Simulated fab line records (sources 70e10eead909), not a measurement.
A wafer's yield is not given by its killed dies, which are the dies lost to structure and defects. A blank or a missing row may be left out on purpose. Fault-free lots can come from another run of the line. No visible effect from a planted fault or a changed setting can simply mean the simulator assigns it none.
fab line records | flow nand-harc
record: lots: 11 wafers: 33 last-day: 25
route steps=1159 shown P_M2@335 END@1159
lots that met no fault: from a run of the same line without faults
start-h: hours from the record's opening day to when the first of the lot's shown wafers began | wait-h: time in hours since the lot's previous step | " repeats the value in the row above | L1.1+2: one row covering several wafers at once | - no value present, or no start provided | * or withheld: withheld | < > ~ a bound
route shown NAME@n: NAME is a module with steps in the file, n the number in the route of the first one | usual: mean/standard deviation taken from wafers without a fault | same: alike in all rows | chamber/n: place in a boat | sites: each site's reading | _std_site: how widely they spread, as a standard deviation | _edge_site: mean of outer sites minus mean of inner sites | radius-mm: for every site, how far away it sits from the centre of the wafer | mask NAME#n: copy n | behind: the most recent tool/chamber to have shaped the wafer | hold: reason for holding the lot/hours on hold/outcome of the hold | device: the transistor (n, p or np) that didn't switch | end of line: the route-end tests of the same wafers | step lacking rows: just its recipe | killed: dies lost to structure and defects at the first sort, not the wafer's yield | map: shows each die of a wafer: x if killed, . if not, _ if none is there
set.NAME: the run value of the setting; set.NAME@STEP: its run value at that earlier step | model.NAME: the simulator's own value behind a step, which no gauge read
the route's steps for a sample of lots (tables are steps, rows are wafers)
services: a tool's chamber out of use, with start hour (start-h, from the record's first day; less than 0 if before it), hours out, and reason
== steps ==
step: NHARC_P_M2_STRIP_18
recipe: power-w: 1000 n2-flow-sccm: 150 h2-flow-sccm: 150 ar-flow-sccm: 0 bias-w: 0 chemistry: N2/H2
usual: drypump-motor-current-A: 5.9/0.58 n2-flow-sccm: 150.0/0.46 oes-product-au: 0.999/0.012 power-w: 1000/3.3 rf-fwd-power-W: 997.9/2.9 rf-vpp-V: 90.6/0.97 showerhead-plenum-p-Torr: 2.05/0.093 throttle-valve-pct: 14.171/0.0094
same: bias-w: 0
columns lot.wafer tool chamber start-h wait-h drypump-motor-current-A n2-flow-sccm oes-product-au power-w rf-fwd-power-W rf-hours-counter-h rf-vpp-V showerhead-plenum-p-Torr throttle-valve-pct
L136.1 rie-diel-09 1 143.46 0.1 5.7 150.0 1.015 1000 1001.9 2 90.3 2.04 14.175
L136.5 " 3 " " 6.6 150.9 0.993 999 1001.3 - 90.9 1.90 14.164
L136.6 " 0 " " 6.4 150.1 0.992 996 1000.0 - 90.9 2.12 14.165
L144.2 rie-diel-09 2 183.57 0.1 4.9 150.0 0.993 996 997.3 3 91.2 2.16 14.174
L144.3 " 3 " " 6.6 150.0 0.988 1002 992.6 4 89.1 1.90 14.187
L144.6 " 0 " " 6.4 149.4 0.985 1003 996.9 - 89.7 2.11 14.170
L145.4 rie-diel-09 1 201.20 0.1 5.8 149.3 1.010 993 997.4 5 90.6 2.04 14.181
L145.2 " 2 " " 4.9 149.7 0.992 1005 997.6 4 90.6 2.16 14.177
L145.3 " 3 " " 6.6 150.2 1.007 998 1002.5 5 90.3 1.90 14.162
L146.2 rie-diel-09 0 202.23 0.1 6.4 149.6 0.999 1002 1003.0 5 90.4 2.11 14.181
L146.4 " 3 " " 6.6 149.5 0.995 1007 998.9 5 89.5 1.90 14.153
L146.5 " 1 " " 5.7 150.6 1.009 1000 994.1 - 91.0 2.04 14.170
L148.1 rie-diel-09 3 219.71 0.1 6.5 150.3 0.995 999 1002.7 6 90.5 1.90 14.169
L148.4 " 0 " " 6.4 150.2 0.978 999 1001.9 6 91.2 2.11 14.158
L148.6 " 0 " " 6.4 148.9 1.002 999 997.5 - 89.8 2.11 14.165
L149.3 rie-diel-09 0 220.41 0.1 6.4 150.2 0.984 996 1001.8 6 91.3 2.11 14.170
L149.1 " 2 " " 4.9 150.5 0.978 1009 995.1 4 90.5 2.16 14.171
L149.6 " 0 " " 6.4 149.6 0.985 997 1004.6 - 91.9 2.11 14.174
L150.4 rie-diel-03 2 232.96 0.2 5.6 150.7 0.999 997 1000.3 1 91.9 2.19 14.175
L150.5 " 3 " " 5.8 149.8 0.989 1001 995.6 - 89.6 2.06 14.178
L150.6 " 0 " " 6.5 150.7 0.988 996 999.3 - 90.8 2.00 14.183
L152.1 rie-diel-10 3 241.21 0.1 5.2 150.8 0.994 1003 999.3 21 91.3 1.96 14.170
L152.3 " 1 " " 6.7 150.2 1.001 1002 997.9 18 91.4 1.98 14.167
L152.5 " 3 " " 5.2 149.6 1.003 1002 1002.1 - 89.6 1.96 14.175
L153.3 rie-diel-09 2 243.84 0.1 4.9 150.2 0.985 999 993.2 5 91.5 2.16 14.175
L153.2 " 3 " " 6.6 149.4 0.994 997 1000.2 6 89.3 1.90 14.178
L153.4 " 1 " " 5.7 150.0 1.025 1005 993.0 7 90.1 2.04 14.164
L155.4 rie-diel-03 2 255.44 0.1 5.6 150.5 0.995 996 995.1 5 89.2 2.19 14.161
L155.6 " 1 " " 5.7 149.9 0.993 1001 993.9 - 88.8 1.94 14.166
L155.5 " 2 " " 5.6 149.8 0.996 996 998.0 - 90.3 2.19 14.162
L156.2 rie-diel-09 0 273.23 0.1 6.4 150.5 0.992 1005 995.6 0 92.3 2.11 14.170
L156.5 " 2 " " 4.9 149.9 0.993 1002 998.8 - 91.9 2.16 14.176
L156.6 " 3 " " 6.6 149.4 1.009 1003 995.9 - 89.0 1.90 14.153
step: NHARC_P_M2_PRE_CLEAN_30
recipe: time-s: 30 temp-c: 280 gas: H2/He
usual: heater-power-w: 398/40
columns lot.wafer tool chamber start-h wait-h heater-power-w
L136.1 pvd-sputter-03 - - - 404
L136.6 " - " " 404
L136.5 " - " " 400
L144.2 pvd-sputter-01 - - - 383
L144.3 " - " " 339
L144.6 " - " " 466
L145.4 pvd-sputter-03 - - - 411
L145.3 " - " " 392
L145.2 " - " " 348
L146.2 pvd-sputter-01 - - - 409
L146.4 " - " " 471
L146.5 " - " " 336
L148.1 pvd-sputter-03 - - - 342
L148.4 " - " " 383
L148.6 " - " " 367
L149.3 pvd-sputter-01 - - - 333
L149.1 " - " " 364
L149.6 " - " " 330
L150.4 pvd-sputter-02 - - - 450
L150.5 " - " " 413
L150.6 " - " " 393
L152.1 pvd-sputter-02 - - - 428
L152.3 " - " " 389
L152.5 " - " " 416
L153.2 pvd-sputter-02 - - - 402
L153.3 " - " " 449
L153.4 " - " " 418
L155.4 pvd-sputter-01 - - - 409
L155.6 " - " " 467
L155.5 " - " " 373
L156.2 pvd-sputter-02 - - - 450
L156.6 " - " " 444
L156.5 " - " " 415
step: NHARC_P_M2_CMP_23
recipe: t-overpolish-s: 20 target-thk-nm: 144.3
usual: edge-zone-pressure-frac: 1.000/0.0048 motor-current-A: 11.4/1.3 time-to-endpoint-s: 28.6/2.8
columns lot.wafer tool chamber start-h wait-h edge-zone-pressure-frac motor-current-A time-to-endpoint-s
L136.1 cmp-04 1 145.26 - 1.000 10.1 28.2
L136.5 " 0 " " 0.997 9.8 22.2
L136.6 " 1 " " 1.007 9.8 26.0
L144.2 cmp-04 1 185.67 - 1.010 9.8 29.6
L144.3 " 3 " " 0.997 11.0 15.8
L144.6 " 0 " " 1.012 10.0 26.4
L145.4 cmp-04 3 202.96 - 0.995 10.9 12.2
L145.3 " 0 " " 1.001 10.1 12.7
L145.2 " 1 " " 0.999 9.8 27.2
L146.2 cmp-02 3 203.95 - 0.993 12.3 28.3
L146.4 " 2 " " 0.998 12.8 31.4
L146.5 " 0 " " 1.000 10.3 30.3
L148.4 cmp-02 3 221.50 - 1.000 11.6 28.1
L148.1 " 1 " " 1.004 11.0 30.0
L148.6 " 3 " " 1.001 12.1 26.4
L149.1 cmp-02 1 222.12 - 1.004 10.6 32.2
L149.3 " 0 " " 1.000 10.8 29.5
L149.6 " 2 " " 1.010 13.3 35.6
L150.4 cmp-03 0 234.80 - 0.997 12.6 28.0
L150.6 " 2 " " 1.001 10.8 34.1
L150.5 " 3 " " 0.996 12.1 31.3
L152.1 cmp-03 3 243.10 - 1.000 12.3 31.5
L152.3 " 2 " " 1.005 11.6 31.9
L152.5 " 0 " " 1.000 12.3 30.0
L153.3 cmp-02 3 245.57 - 1.007 11.9 25.7
L153.2 " 0 " " 1.001 10.7 26.3
L153.4 " 1 " " 0.994 10.6 26.6
L155.4 cmp-03 2 257.50 - 1.002 11.1 31.8
L155.6 " 0 " " 0.990 12.5 31.1
L155.5 " 1 " " 1.001 13.3 29.2
L156.2 cmp-04 0 274.91 - 1.001 10.5 27.1
L156.5 " 0 " " 1.002 9.9 22.7
L156.6 " 1 " " 1.001 8.9 29.0
step: NHARC_P_M2_THK_MEAS_24
recipe: thk-meas-gauge: xrf
usual: thk-nm: 144.4/1.6
columns lot.wafer tool chamber start-h wait-h thk-nm
L136.1 film-metro-01 - 145.55 - 143.2
L136.5 " - " " 143.9
L136.6 " - " " 145.9
L144.2 film-metro-01 - 185.96 - 143.8
L144.3 " - " " 138.3
L144.6 " - " " 142.5
L145.2 film-metro-02 - 203.24 - 145.5
L145.3 " - " " 136.5
L145.4 " - " " 140.0
L146.2 film-metro-01 - 204.27 - 141.3
L146.4 " - " " 144.7
L146.5 " - " " 143.0
L148.1 film-metro-02 - 221.78 - 143.5
L148.4 " - " " 144.1
L148.6 " - " " 144.9
L149.1 film-metro-01 - 222.44 - 142.8
L149.3 " - " " 143.5
L149.6 " - " " 146.3
L150.4 film-metro-02 - 235.07 - 143.7
L150.5 " - " " 146.7
L150.6 " - " " 144.8
L152.1 film-metro-02 - 243.42 - 143.4
L152.3 " - " " 143.9
L152.5 " - " " 145.5
L153.2 film-metro-01 - 245.88 - 144.1
L153.3 " - " " 140.5
L153.4 " - " " 142.7
L155.4 film-metro-01 - 257.77 - 146.7
L155.5 " - " " 142.7
L155.6 " - " " 143.7
L156.2 film-metro-02 - 275.23 - 143.5
L156.5 " - " " 145.5
L156.6 " - " " 143.7
step: NHARC_P_M2_PRE_CLEAN_32
recipe: time-s: 12 temp-c: 370 rf-power-w: 300 gas: NH3
usual: heater-power-w: 626/66 rf-fwd-power-W: 292.4/0.91
columns lot.wafer tool chamber start-h wait-h heater-power-w rf-fwd-power-W
L136.1 pecvd-03 1 145.77 0.1 542 293.5
L136.6 " 1 " " 552 293.0
L136.5 " 2 " " 555 293.8
L144.2 pecvd-02 2 186.19 0.1 603 291.6
L144.3 " 0 " " 603 291.6
L144.6 " 2 " " 589 291.5
L145.3 pecvd-02 2 204.24 0.8 575 290.7
L145.2 " 1 " " 673 291.5
L145.4 " 2 " " 568 292.3
L146.2 pecvd-01 0 204.84 0.4 681 291.9
L146.4 " 0 " " 669 291.5
L146.5 " 2 " " 596 292.5
L148.1 pecvd-01 1 222.02 0.1 597 293.2
L148.4 " 0 " " 628 292.1
L148.6 " 1 " " 593 293.5
L149.1 pecvd-03 2 222.71 0.1 635 292.7
L149.3 " 0 " " 723 292.5
L149.6 " 0 " " 702 292.5
L150.6 pecvd-03 2 235.33 0.1 534 292.3
L150.5 " 0 " " 730 291.9
L150.4 " 1 " " 593 292.7
L152.1 pecvd-03 1 243.68 0.1 549 293.0
L152.3 " 2 " " 537 291.7
L152.5 " 0 " " 663 292.6
L153.2 pecvd-02 2 246.10 0.1 579 291.8
L153.3 " 0 " " 600 293.3
L153.4 " 2 " " 588 292.6
L155.5 pecvd-02 2 258.03 0.1 536 291.8
L155.4 " 0 " " 630 292.2
L155.6 " 1 " " 761 294.2
L156.2 pecvd-03 2 275.47 0.1 628 292.5
L156.6 " 1 " " 525 292.5
L156.5 " 2 " " 621 292.2
step: NHARC_END_SORT_01
recipe: temp-c: 25
usual: defect-limited-yield: 95.1/1.8 killed-at-array: 29/11 killed-at-other: 0.5/0.8 killed-at-periphery: 3.5/2.8 killed-dies: 33/12 killed-open: 3.1/1.8 killed-short: 1.8/1.4 sort_bin_2_pct: 1.5/0.65 sort_bin_3_pct: 0.24/0.21 sort_bin_4_pct: 3.1/1.2 sort-n-pass: 644/12 sort-rim-yield-pct: 97.5/1.9 sort-yield-pct: 95.1/1.8
same: gross-dies: 677 sort_bin_5_pct[%]: 0 sort_bin_6_pct[%]: 0 sort_bin_7_pct[%]: 0 sort_bin_8_pct[%]: 0 sort-rim-n-gross: 106.00
columns lot.wafer tool chamber start-h wait-h defect-limited-yield[%] killed-at-array killed-at-other killed-at-periphery killed-dies killed-open killed-short sort_bin_2_pct[%] sort_bin_3_pct[%] sort_bin_4_pct[%] sort-n-pass sort-rim-yield-pct[%] sort-yield-pct[%]
L136.1 prober-02 0 444.36 2.5 97.6 12 0 4 16 4 0 0.9 0 1.5 661 100.0 97.6
L136.5 prober-02 0 447.50 3.6 97.9 10 0 4 14 1 0 0.7 0 1.3 663 98.1 97.9
L136.6 prober-02 0 448.28 3.9 97.2 16 0 3 19 3 4 1.0 0.15 1.6 658 99.1 97.2
L146.4 prober-02 0 523.01 3.4 92.2 49 0 4 53 2 6 2.8 0.15 4.9 624 98.1 92.2
L146.5 prober-02 0 523.82 3.7 93.1 46 0 1 47 2 2 2.1 0.74 4.1 630 95.3 93.1
L149.1 prober-02 0 542.63 2.5 94.2 33 0 6 39 10 3 1.3 0.30 4.1 638 93.4 94.2
L149.3 prober-02 0 544.23 3.1 94.7 33 0 3 36 1 2 1.6 0.30 3.4 641 95.3 94.7
L149.6 prober-02 0 546.62 4.0 94.1 35 1 4 40 6 3 1.6 0.30 4.0 637 97.2 94.1
L150.4 prober-01 0 552.88 3.4 95.9 21 2 5 28 4 1 1.2 0.15 2.8 649 99.1 95.9
L150.5 prober-01 0 553.68 3.7 92.5 40 0 11 51 5 4 2.5 0.59 4.4 626 96.2 92.5
L150.6 prober-01 0 554.49 4.0 93.4 38 1 6 45 6 0 2.1 0.30 4.3 632 92.5 93.4
L152.1 prober-02 0 558.20 2.5 92.6 43 0 7 50 3 2 1.8 0.59 5.0 627 94.3 92.6
L152.3 prober-02 0 559.77 3.1 93.5 39 0 5 44 1 1 1.8 0.44 4.3 633 96.2 93.5
L152.5 prober-02 0 561.34 3.6 93.1 44 0 3 47 3 1 2.1 0.15 4.7 630 96.2 93.1
L153.2 prober-02 0 577.52 2.8 93.8 31 2 9 42 2 0 1.9 0.44 3.8 635 93.4 93.8
L153.3 prober-02 0 578.33 3.1 92.3 46 1 5 52 3 4 1.3 0.30 6.1 625 98.1 92.3
L153.4 prober-02 0 579.14 3.4 92.2 42 4 7 53 5 3 2.4 0.59 4.9 624 97.2 92.2
killed by level:class
L136.1 A_CONTACT:chamber-film-flake=4 A_CHANNEL_HOLE_D1:chamber-film-flake=3 A_CHANNEL_FILL_D1:geometric-particle:open=1 A_SGD_CUT:geometric-particle:open=1 A_CONTACT:geometric-particle:open=1 A_BLC:geometric-particle:open=1 P_STI:chamber-film-flake=1 P_GATE:chamber-film-flake=1
L136.5 A_CHANNEL_HOLE_D1:chamber-film-flake=4 P_STI:chamber-film-flake=3 A_CONTACT:chamber-film-flake=3 A_STAIRCASE:chamber-film-flake=2 A_CONTACT:geometric-particle:open=1 P_M1:chamber-film-flake=1
L136.6 A_CHANNEL_HOLE_D1:chamber-film-flake=5 A_SLIT:chamber-film-flake=3 A_CONTACT:geometric-particle:open=2 A_M0:geometric-particle:short=2 A_CONTACT:chamber-film-flake=2 P_M2:geometric-particle:short=1 A_BLC:geometric-particle:short=1 A_M0:geometric-particle:open=1
L146.4 A_SLIT:chamber-film-flake=20 A_CHANNEL_HOLE_D1:chamber-film-flake=17 A_ONON_D1:geometric-particle:short=3 A_CONTACT:geometric-particle:open=2 A_STAIRCASE:chamber-film-flake=2 A_WL_FILL:chamber-film-flake=2 A_CONTACT:chamber-film-flake=2 P_GATE:geometric-particle:short=1
L146.5 A_CHANNEL_HOLE_D1:chamber-film-flake=16 A_SLIT:chamber-film-flake=16 A_STAIRCASE:chamber-film-flake=6 A_CONTACT:chamber-film-flake=3 A_CHANNEL_HOLE_D1:geometric-particle:short=1 A_CHANNEL_FILL_D1:geometric-particle:short=1 A_CONTACT:geometric-particle:open=1 A_BLC:geometric-particle:open=1
L149.1 A_CHANNEL_HOLE_D1:chamber-film-flake=16 A_STAIRCASE:chamber-film-flake=4 A_WL_FILL:geometric-particle:short=3 A_M0:geometric-particle:open=3 P_GATE:geometric-particle:open=1 P_CONTACT:geometric-particle:open=1 P_M0:geometric-particle:open=1 P_M1:geometric-particle:open=1
L149.3 A_CHANNEL_HOLE_D1:chamber-film-flake=23 A_CONTACT:chamber-film-flake=4 P_M0:chamber-film-flake=2 A_CHANNEL_FILL_D1:chamber-film-flake=2 A_STAIRCASE:chamber-film-flake=2 P_CONTACT:geometric-particle:open=1 A_SOURCE_PLATE:geometric-particle:short=1 A_BONDPAD:geometric-particle:short=1
L149.6 A_CHANNEL_HOLE_D1:chamber-film-flake=18 A_STAIRCASE:chamber-film-flake=5 A_CONTACT:chamber-film-flake=3 A_ONON_D1:geometric-particle:open=2 P_M0:chamber-film-flake=2 P_GATE:geometric-particle:open=1 A_CHANNEL_FILL_D1:geometric-particle:short=1 A_CHANNEL_FILL_D1:geometric-particle:open=1
L150.4 A_CHANNEL_HOLE_D1:chamber-film-flake=12 P_ZERO_WELL:chamber-film-flake=2 A_STAIRCASE:chamber-film-flake=2 P_M0:geometric-particle:open=1 A_STAIRCASE:geometric-particle:open=1 A_BLC:geometric-particle:open=1 A_M0:geometric-particle:open=1 P_STI:chamber-film-flake=1
L150.5 A_CHANNEL_HOLE_D1:chamber-film-flake=28 P_GATE:chamber-film-flake=4 A_STAIRCASE:chamber-film-flake=4 P_STI:chamber-film-flake=3 A_CONTACT:geometric-particle:open=2 P_GATE:geometric-particle:short=1 P_CONTACT:geometric-particle:short=1 P_M0:geometric-particle:open=1
L150.6 A_CHANNEL_HOLE_D1:chamber-film-flake=20 A_STAIRCASE:chamber-film-flake=7 A_CONTACT:chamber-film-flake=4 P_STI:chamber-film-flake=3 A_CONTACT:geometric-particle:open=2 A_M0:chamber-film-flake=2 P_CONTACT:geometric-particle:open=1 A_CHANNEL_HOLE_D1:geometric-particle:open=1
L152.1 A_SLIT:chamber-film-flake=18 A_CHANNEL_HOLE_D1:chamber-film-flake=13 A_STAIRCASE:chamber-film-flake=5 P_GATE:chamber-film-flake=3 A_CONTACT:geometric-particle:open=2 P_STI:chamber-film-flake=2 A_CONTACT:chamber-film-flake=2 P_CONTACT:geometric-particle:short=1
L152.3 A_CHANNEL_HOLE_D1:chamber-film-flake=15 A_SLIT:chamber-film-flake=14 A_STAIRCASE:chamber-film-flake=6 P_STI:chamber-film-flake=4 A_CONTACT:chamber-film-flake=2 A_CHANNEL_FILL_D1:geometric-particle:short=1 A_CONTACT:geometric-particle:open=1 P_GATE:chamber-film-flake=1
L152.5 A_CHANNEL_HOLE_D1:chamber-film-flake=17 A_SLIT:chamber-film-flake=16 A_STAIRCASE:chamber-film-flake=8 P_STI:chamber-film-flake=2 P_CONTACT:geometric-particle:open=1 A_ONON_D1:geometric-particle:short=1 A_WL_FILL:geometric-particle:open=1 A_BLC:geometric-particle:open=1
L153.2 A_SLIT:chamber-film-flake=17 A_CONTACT:chamber-film-flake=9 P_GATE:chamber-film-flake=4 P_M1:chamber-film-flake=2 A_CHANNEL_HOLE_D1:chamber-film-flake=2 THIN_TSV:chamber-film-flake=2 P_M0:geometric-particle:open=1 A_CONTACT:geometric-particle:open=1
L153.3 A_SLIT:chamber-film-flake=19 A_CHANNEL_HOLE_D1:chamber-film-flake=7 A_CONTACT:chamber-film-flake=7 P_M1:chamber-film-flake=3 A_STAIRCASE:chamber-film-flake=3 A_WL_FILL:chamber-film-flake=2 A_CHANNEL_HOLE_D1:geometric-particle:short=1 A_CHANNEL_FILL_D1:geometric-particle:short=1
L153.4 A_SLIT:chamber-film-flake=22 A_CHANNEL_HOLE_D1:chamber-film-flake=6 P_M1:chamber-film-flake=5 A_CONTACT:chamber-film-flake=4 THIN_TSV:chamber-film-flake=4 A_CHANNEL_FILL_D1:geometric-particle:open=2 A_STAIRCASE:chamber-film-flake=2 P_GATE:geometric-particle:open=1
== services ==
columns tool chamber start-h hours kind
cmp-02 - 128.50 4.0 pm
pvd-sputter-03 - 130.64 9.9 repair
rie-diel-09 2 144.04 23.7 repair
cmp-03 - 150.08 9.8 repair
pecvd-02 - 153.00 13.0 pm
cmp-04 - 156.08 0.4 repair
pvd-sputter-01 - 158.00 10.0 pm
cmp-03 - 159.89 4.0 pm
pvd-sputter-03 - 169.42 2.5 repair
rie-diel-03 - 169.72 0.3 repair
cmp-03 - 174.38 4.3 repair
pvd-sputter-02 - 181.17 4.7 repair
cmp-03 - 201.33 1.0 repair
cmp-04 - 203.10 4.0 pm
cmp-04 - 210.34 1.5 repair
pvd-sputter-02 - 214.00 10.0 pm
cmp-02 - 226.50 4.0 pm
cmp-04 - 227.51 4.1 repair
cmp-04 - 252.35 1.4 repair
pvd-sputter-01 - 252.47 1.9 repair
rie-diel-09 - 254.13 9.0 pm
cmp-03 - 257.89 4.0 pm
cmp-04 - 267.37 0.8 repair
pvd-sputter-01 - 273.56 2.2 repair
== key ==
first-sign: step: NHARC_P_M2_CMP_23 reading: time-to-endpoint-s direction: down sigmas: 5.4 usual: * struck: *
effect: step: NHARC_P_M2_THK_MEAS_24 reading: thk-nm direction: down sigmas: 3.9 usual: 144.4 struck: 138.3
met-at NHARC_P_M2_CMP_23
struck-lots L144,L145
struck-wafers L144.3,L145.3,L145.4
not-acting-at NHARC_P_M2_STRIP_18,NHARC_P_M2_PRE_CLEAN_30,NHARC_P_M2_PRE_CLEAN_32
onset-between 145.26 185.67
fault: kind: process-parameter-drift tool: cmp-04 chamber: - onset-h: 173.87 steps: NHARC_P_M2_CMP_23 channel: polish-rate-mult offset: 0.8 shape: step end-h: 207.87 scope: struck-wafers-only
